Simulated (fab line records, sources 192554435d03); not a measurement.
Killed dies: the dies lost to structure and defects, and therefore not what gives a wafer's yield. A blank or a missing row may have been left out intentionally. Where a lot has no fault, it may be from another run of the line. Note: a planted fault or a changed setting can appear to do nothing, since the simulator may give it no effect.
A struck lot beside a sound one | flow n5-finfet | 41 steps out of a route of 1938
Sound: wafers L657.1, L657.2, L657.3. Struck: wafer L674.4. (L674.3, L674.5 of the same lot were not struck and are left out.) The cause comes at the end.
Order at every step that has rows: each side's tool, ch and its chambers, its first start. Under that, the readings that differ: sound wafers | struck wafers | difference of the means | sigmas: that difference in standard deviations of wafers without a fault.
alike: a reading whose means differ by less than 2 such deviations, as well as words and numbers matching on both sides. not compared: withheld readings; readings where some wafer has no value; bounds like >300 that might hide an equal value; numbers whose values overlap and for which the record gives no deviation.
A row with sigmas, a row that says differs or no value, or rows on one side alone: a step with any of these is where the two part. Non-overlapping numbers with no deviation appear without sigmas and do not part them. Lack of a reading on every wafer of one side parts them only where that side has two or more wafers.

first, 9 steps without rows for these wafers: N5_BEOL_M5_DESCUM_33 (chemistry O2, time 7 s); N5_BEOL_M5_ETCH_75 (etches underlayer in N2/H2, target depth 6.5 nm, time 5.2 s); N5_BEOL_M5_ETCH_67 (etches SiARC in CF4, target depth 15.6 nm, time 26 s); N5_BEOL_M5_ETCH_68 (etches SOC in N2/H2, target depth 80 nm, overetch 16 nm, time 120 s); N5_BEOL_M5_STRIP_69 (strips in N2/H2); N5_BEOL_M5_STRIP_76 (strips in N2/H2); N5_BEOL_M5_VIA_ETCH_34 (etches SiCOH lowk in C4F6/O2, target depth 88.3 nm, time 39.2 s); N5_BEOL_M5_STRIP_85 (strips in C4F6/O2); N5_BEOL_M5_STRIP_36 (strips in N2/H2).
N5_BEOL_M5_TRENCH_ETCH_37: etches SiCOH lowk in C4F6/O2, target depth 71.652 nm, time 24.7 s.
  sound on rie-diel-02 ch 0,2,3, day 7 16:29; struck on rie-diel-02 ch 0, day 12 15:28
  reading                                    | sound                | struck | difference | sigmas
  chamber-pressure-mTorr (mTorr)             | 30.041 30.068 29.971 | 29.967 | -0.060     | -2
  rf-hours-counter-h (h)                     | 9 215 201            | 249    | +107       |
  model.etch.depth-nm (nm)                   | 71.94 71.07 70.85    | 89.06  | +17.77     |
  model.BEOL_M5.feature-depth-nm (nm)        | 72 71 70.8           | 89     | +18        |
  model.TiN_of_BEOL_M5_HM_DEP_02.thk-nm (nm) | 18.4 18.4 18.2       | 17.8   | -0.5       |
  alike: drypump-motor-current-A, oes-product-au, rf-vpp-V, showerhead-plenum-p-Torr, throttle-valve-pct
then, 2 steps without rows for these wafers: N5_BEOL_M5_ETCH_41 (etches SiCN in CH3F/O2, target depth 31.5 nm, time 56.7 s); N5_BEOL_M5_STRIP_91 (strips in N2/H2, time 10 s).
N5_BEOL_M5_OCD_MEAS_38:
  sound: ocd-02 at day 7 16:38; struck: ocd-02 at day 12 15:38
  reading              | sound          | struck | difference | sigmas
  trench-depth-nm (nm) | 71.7 70.8 70.5 | 89.4   | +18.4      | +17
then, 21 steps without rows for these wafers: N5_BEOL_M5_HM_STRIP_39 (strips TiN in peroxide tin strip, target depth 25 nm, time 158 s); N5_BEOL_M5_SRD_40 (time 30 s); N5_BEOL_M5_PRECLEAN_42 (cleans in residue remover, time 60 s); N5_BEOL_M5_SRD_43 (time 30 s); N5_BEOL_M5_CURE_80 (cures SiCOH lowk, time 120 s); N5_BEOL_M5_DEGAS_44 (time 60 s); N5_BEOL_M5_PRE_CLEAN_45 (time 30 s); N5_BEOL_M5_ALD_86 (deposits TaN, pulse time 2 s, purge time 3 s, co reactant purge time 2 s); N5_BEOL_M5_SURFACE_TREAT_87; N5_BEOL_M5_CVD_47 (deposits Co from CCTBA/H2, target thk 3 nm, time 216 s); N5_BEOL_M5_SPUTTER_48 (material Cu, target thk 15 nm, time 27.62 s); N5_BEOL_M5_ANNEAL_49 (time 1800 s); N5_BEOL_M5_SPUTTER_81 (material Cu, target thk 15 nm, time 27.62 s); N5_BEOL_M5_ANNEAL_82 (time 1800 s); N5_BEOL_M5_SPUTTER_83 (material Cu, target thk 15 nm, time 27.62 s); N5_BEOL_M5_ANNEAL_84 (time 1800 s); N5_BEOL_M5_SPUTTER_88 (material Cu, target thk 15 nm, time 27.62 s); N5_BEOL_M5_ANNEAL_89 (time 1800 s); N5_BEOL_M5_SPUTTER_90 (material Cu, target thk 4.5 nm, time 8.29 s); N5_BEOL_M5_ECD_50 (material Cu, target thk 300 nm); N5_BEOL_M5_ANNEAL_51 (time 90 s).
N5_BEOL_M5_CMP_52: polishes, stops on SiCOH lowk, t overpolish 6.9 s, target thk 62 nm.
  sound on cmp-02 ch 0,1,3, day 8 01:12; struck on cmp-04 ch 2, day 12 23:31
  reading                                | sound                | struck | difference | sigmas
  clearing-platen-down-force-psi (psi)   | 1.5022 1.5039 1.5051 | 1.4974 | -0.0063    | -2
  model.Cu_of_BEOL_M5_ECD_50.thk-nm (nm) | 61 60.2 59.4         | 76.4   | +16.2      |
  alike: barrier-field-endpoint-s, motor-current-A, overpolish-run-s, retaining-ring-pressure-frac, time-to-endpoint-s
N5_BEOL_M5_THK_MEAS_53: measures by xrf.
  sound: film-metro-01 at day 8 01:28; struck: film-metro-01 at day 12 23:47
  reading     | sound          | struck | difference | sigmas
  M5_THK (nm) | 61.4 60.8 59.8 | 76.6   | +15.9      | +10
then, 2 steps without rows for these wafers: N5_BEOL_M5_PRE_CLEAN_77 (time 15 s); N5_BEOL_M5_CO_CAP_78 (material Co, precursor CCTBA/H2, target thk 2 nm, time 102.1 s).
N5_BEOL_M5_RS_MEAS_57: measures by four-point-probe.
  sound: film-metro-01 at day 8 01:43; struck: film-metro-02 at day 13 00:03
  reading        | sound             | struck | difference | sigmas
  M5_RS (ohm/sq) | 0.394 0.400 0.407 | 0.301  | -0.099     | -8
-- here the record skips 3 days between the struck wafers' starts before and after, leaving off in module BEOL_M5 and picking up in module BEOL_M15 (first step shown: number 1830 of the route) --
N5_BEOL_M15_RC_MEAS_101:
  sound on prober-02 ch 0, day 10 22:04; struck on prober-02 ch 0, day 16 08:04
  reading                   | sound                   | struck  | difference | sigmas
  COMB_M13 (S/m)            | 5.1e-12 4.3e-12 5.4e-12 | 7.3e-12 | +2.4e-12   | +3
  COMB_M8 (S/m)             | 2.6e-11 4.1e-11 2.8e-11 | 2e-11   | -1e-11     | -2
  SERP_M5 (ohm/um)          | 41.5 41.4 43.1          | 30.1    | -11.9      | -7
  SERP_M5_max_site (ohm/um) | 42.9 43.4 44.5          | 32.0    | -11.6      | -6
  SERP_M7 (ohm/um)          | 13.6 15.0 13.9          | 13.2    | -1.0       | -2
  alike: COMB_M10, COMB_M11, COMB_M12, COMB_M14, COMB_M15, COMB_M6, COMB_M7, COMB_M9, SERP_M10, SERP_M11, SERP_M12, SERP_M13, SERP_M14, SERP_M6, SERP_M8, SERP_M9
N5_PASSIVATION_PROBE_49:
  sound: prober-02 at day 11 12:07; struck: prober-01 at day 16 23:26
  alike: defect-limited-yield, killed_at_M0_to_M3, killed_at_M4_up, killed-at-contacts, killed-at-front-end, killed-at-other, killed-dies, killed-open, killed-short, sort_bin_5_function, sort_bin_6_memory, sort-n-pass, sort-yield-pct

== WHERE THEY PART ==
First at N5_BEOL_M5_TRENCH_ETCH_37; last, within this record, at N5_BEOL_M15_RC_MEAS_101. Later steps at which nothing parts them and some readings are alike: N5_PASSIVATION_PROBE_49.

WHY: what the simulator had put in
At N5_BEOL_M5_TRENCH_ETCH_37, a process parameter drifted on rie-diel-02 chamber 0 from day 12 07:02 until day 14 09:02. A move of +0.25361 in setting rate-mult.
